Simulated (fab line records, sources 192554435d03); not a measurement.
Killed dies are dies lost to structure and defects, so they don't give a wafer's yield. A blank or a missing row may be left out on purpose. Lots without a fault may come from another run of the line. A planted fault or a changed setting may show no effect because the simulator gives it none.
Split-lot experiment | flow n5_finfet | 7 lots, 21 wafers read, on a route of 1938 steps

THE SPLIT
At N5_BEOL_M0_SAQP_PECVD_96 (deposits a-Si from SiH4/He, target thk 45 nm, time 45.2 s), the setting time_s was moved away from the recipe's 45.2 s on 4 of the 21 wafers read, by -12.3% to +6.6%. The other wafers ran this setting at the recipe's value.

FROM THE SPLIT TO THE READING: what the file shows between them, 10 steps
- N5_BEOL_M0_SAQP_COAT_08: resist thk 90 nm (also split here: spin_rpm)
- N5_BEOL_M0_SAQP_EBR_10
- N5_BEOL_M0_SAQP_SOFTBAKE_09: time 60 s
- N5_BEOL_M0_SAQP_ETCH_101: etches SiNx in CH3F/O2, target depth 29.9 nm, time 42.7 s
- N5_BEOL_M0_SAQP_ETCH_102: etches SiO2 in CF4, target depth 4 nm, time 4.4 s
- N5_BEOL_M0_SAQP_MANDREL_ETCH_103: etches a-Si in HBr/Cl2, stops on SiCN, target depth 45 nm, bt time 10 s, time 27 s
- N5_BEOL_M0_SAQP_RECESS_104: chemistry HF/NH3, target SiO2, target depth 18 nm, afs cycles 3, sublimation time 60 s
- N5_BEOL_M0_SAQP_COAT_105: time 60 s, resist thk 100 nm
- N5_BEOL_M0_SAQP_STRIP_108: strips in N2/H2
- N5_BEOL_M0_SAQP_RECESS_109: chemistry HF/NH3, target SiO2, target depth 3 nm, afs cycles 1, sublimation time 60 s

THE READING
a-Si_of_BEOL_M0_SAQP_PECVD_96.thk_nm (the simulator's own value, which no gauge read), in nm, at N5_BEOL_M0_SAQP_SPACER2_ALD_26 (deposits SiO2, target thk 15 nm, pulse time 1 s, purge time 2 s). The file gives no usual value for it. The 17 wafers here that ran the recipe average 44.1 nm, standard deviation 0.6 nm.

wafer  | tool, chamber at the split | time_s as run, s | against the recipe | a-Si_of_BEOL_M0_SAQP_PECVD_96.thk_nm, nm | against lot-mates on the recipe
L074.2 | pecvd-03, 2                | 45.2             | recipe             | 43.8                                     | -
L074.3 | pecvd-03, 0                | 45.2             | recipe             | 44.2                                     | -
L074.4 | pecvd-03, 2                | 45.2             | recipe             | 45.6                                     | -
L076.1 | pecvd-03, 0                | 45.2             | recipe             | 43.4                                     | -
L076.2 | pecvd-03, 2                | 45.2             | recipe             | 43.6                                     | -
L076.4 | pecvd-03, 2                | 45.2             | recipe             | 43.8                                     | -
L081.1 | pecvd-01, 2                | 45.2             | recipe             | 44                                       | -
L081.2 | pecvd-01, 0                | 45.2             | recipe             | 43.6                                     | -
L081.4 | pecvd-01, 2                | 45.2             | recipe             | 44.6                                     | -
L083.3 | pecvd-03, 0                | 48.17            | +6.6%              | 46.2                                     | +1.9
L083.4 | pecvd-03, 1                | 45.2             | recipe             | 44.2                                     | -
L083.6 | pecvd-03, 0                | 45.2             | recipe             | 44.4                                     | -
L086.2 | pecvd-01, 2                | 39.66            | -12.3%             | 38.4                                     | -6.8
L086.4 | pecvd-01, 0                | 39.66            | -12.3%             | 38.8                                     | -6.4
L086.5 | pecvd-01, 2                | 45.2             | recipe             | 45.2                                     | -
L088.1 | pecvd-03, 0                | 45.2             | recipe             | 44                                       | -
L088.3 | pecvd-03, 2                | 45.2             | recipe             | 44.4                                     | -
L088.4 | pecvd-03, 1                | 45.2             | recipe             | 44.6                                     | -
L090.2 | pecvd-01, 2                | 45.2             | recipe             | 43.2                                     | -
L090.3 | pecvd-01, 0                | 45.2             | recipe             | 43.8                                     | -
L090.5 | pecvd-01, 2                | 42.35            | -6.3%              | 41.8                                     | -1.7

THE FIT
A straight line over all 21 wafers: a-Si_of_BEOL_M0_SAQP_PECVD_96.thk_nm changes by +0.425 nm for each +1% of time_s; r = +0.95; the points scatter about the line by 0.61 nm.
The same after taking each lot's own level away (the mean of its wafers on the recipe; 21 wafers): +0.478 nm for each +1%; r = +0.96; scatter 0.61 nm.
On that fit, the largest move of time_s shifts the reading by 5.9 nm.
The lots' own levels span 43.50 to 45.20 nm, that is 2.8 times the standard deviation above.
So the lot-to-lot level changes the slope: the two fits differ.
Check: with one of the wafers moved furthest among these (-12.3%) left out of the fit, the line predicts -5.36 nm for it against its lot-mates. It came out at -6.8 nm against them.

OTHER SPLITS ON THESE WAFERS
These wafers also went through other splits before the reading. Each is held against what the fit with the lots' levels taken away leaves over:
other split on the same wafers          | wafers away from the commonest value | r with a-Si_of_BEOL_M0_SAQP_PECVD_96.thk_nm (lot level and that fit taken away)
N5_MOL_CONTACT_COAG_ALD_133 ald_cycles  | 6                                    | +0.19
N5_MOL_CONTACT_COAG_VIA_ETCH_117 bias_w | 6                                    | -0.06
N5_BEOL_M0_SAQP_COAT_08 spin_rpm        | 9                                    | +0.11

THE WHOLE CHAIN: every reading that the file lists as answering this split, in the file's order
step                             | what it does                                                                       | reading                                                                               | change (the file's fit)               | r (the file's)
N5_BEOL_M0_SAQP_PECVD_96         | deposits a-Si from SiH4/He, target thk 45 nm, time 45.2 s                          | a-Si_of_BEOL_M0_SAQP_PECVD_96.thk_nm (the simulator's own value, which no gauge read) | +0.428 nm for each +1% of the setting | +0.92
N5_BEOL_M0_SAQP_MANDREL_ETCH_103 | etches a-Si in HBr/Cl2, stops on SiCN, target depth 45 nm, bt time 10 s, time 27 s | etch.depth_nm (the simulator's own value, which no gauge read)                        | +0.433 nm for each +1% of the setting | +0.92
N5_BEOL_M0_SAQP_SPACER2_ALD_26   | deposits SiO2, target thk 15 nm, pulse time 1 s, purge time 2 s                    | a-Si_of_BEOL_M0_SAQP_PECVD_96.thk_nm (the simulator's own value, which no gauge read) | +0.446 nm for each +1% of the setting | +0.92

THE FILE'S OWN FIT
a-Si_of_BEOL_M0_SAQP_PECVD_96.thk_nm changes by +0.446 nm for each +1% of time_s, r = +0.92.
